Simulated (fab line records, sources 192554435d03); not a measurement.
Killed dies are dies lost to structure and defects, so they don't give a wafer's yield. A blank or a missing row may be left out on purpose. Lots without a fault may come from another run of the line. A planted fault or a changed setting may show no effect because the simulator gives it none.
Chamber matching | flow n5_finfet | N5_MOL_CONTACT_COAG_ALD_133 on ald_sin-03: 4 sister chambers
The step deposits SiO2, target thk 5 nm, pulse time 1 s, co reactant pulse time 1 s. 16 wafers are shown with their chamber, then 8 later ones without.

WAFERS WITH THEIR CHAMBER
wafer  | chamber | heater_power_w (W) | susceptor_temp_C (C) | precursor_pulse_height_rel
L074.1 | 0       | 83                 | 99.90                | 0.984
L074.2 | 1       | 69                 | 100.05               | 1.022
L074.3 | 2       | 81                 | 99.85                | 1.003
L075.1 | 0       | 81                 | 100.05               | 0.957
L075.5 | 0       | 83                 | 100.02               | 1.004
L075.6 | 3       | 78                 | 99.91                | 0.995
L077.1 | 3       | 78                 | 100.14               | 0.994
L077.5 | 2       | 82                 | 100.11               | 1.001
L077.6 | 1       | 71                 | 100.07               | 0.954
L084.1 | 0       | 83                 | 100.00               | 0.963
L084.4 | 2       | 85                 | 99.89                | 1.024
L084.5 | 2       | 84                 | 99.85                | 0.976
L085.1 | 3       | 79                 | 99.98                | 1.026
L085.4 | 1       | 72                 | 100.07               | 0.982
L085.6 | 1       | 72                 | 100.13               | 0.966
L087.3 | 2       | 85                 | 99.93                | 0.979

SIGNATURES (means of the wafers above)
reading                    | chamber 0 | chamber 1 | chamber 2 | chamber 3 | scatter within a chamber
heater_power_w             | 82.50     | 71.00     | 83.40     | 78.33     | 1.38
susceptor_temp_C           | 99.9925   | 100.0800  | 99.9260   | 100.0100  | 0.087
precursor_pulse_height_rel | 0.97700   | 0.98100   | 0.99660   | 1.00500   | 0.0228
Rule: a wafer's distance from a chamber is the root of the sum, over the readings, of the square of ((its reading less the chamber's mean) divided by the reading's scatter). The wafer belongs to the nearest chamber; if the next one is less than 2 further off, it can't be placed. The scatter: the root of (the sum of the squares of (reading less its chamber's mean) over the shown wafers, divided by (wafers less chambers)).

WAFERS WITHOUT THEIR CHAMBER
wafer  | heater_power_w (W) | susceptor_temp_C (C) | precursor_pulse_height_rel
L087.4 | 71                 | 100.06               | 0.997
L087.6 | 82                 | 99.98                | 1.006
L094.1 | 73                 | 100.21               | 1.008
L094.4 | 85                 | 99.99                | 1.010
L094.6 | 85                 | 99.94                | 1.017
L097.1 | 84                 | 100.11               | 0.980
L097.4 | 78                 | 100.12               | 0.998
L097.6 | 84                 | 99.99                | 0.999

WHICH CHAMBER EACH WENT THROUGH
wafer  | from the rows above          | in truth
L087.4 | 1                            | 1
L087.6 | can't be placed: 2 or 0 or 3 | 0
L094.1 | 1                            | 1
L094.4 | can't be placed: 2 or 0      | 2
L094.6 | can't be placed: 2 or 0      | 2
L097.1 | can't be placed: 0 or 2      | 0
L097.4 | 3                            | 3
L097.6 | can't be placed: 2 or 0      | 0
Placed correctly: 3 of 8. Can't be placed from these rows: 5 (the true chamber is among the candidates in 5). Placed wrongly: 0.
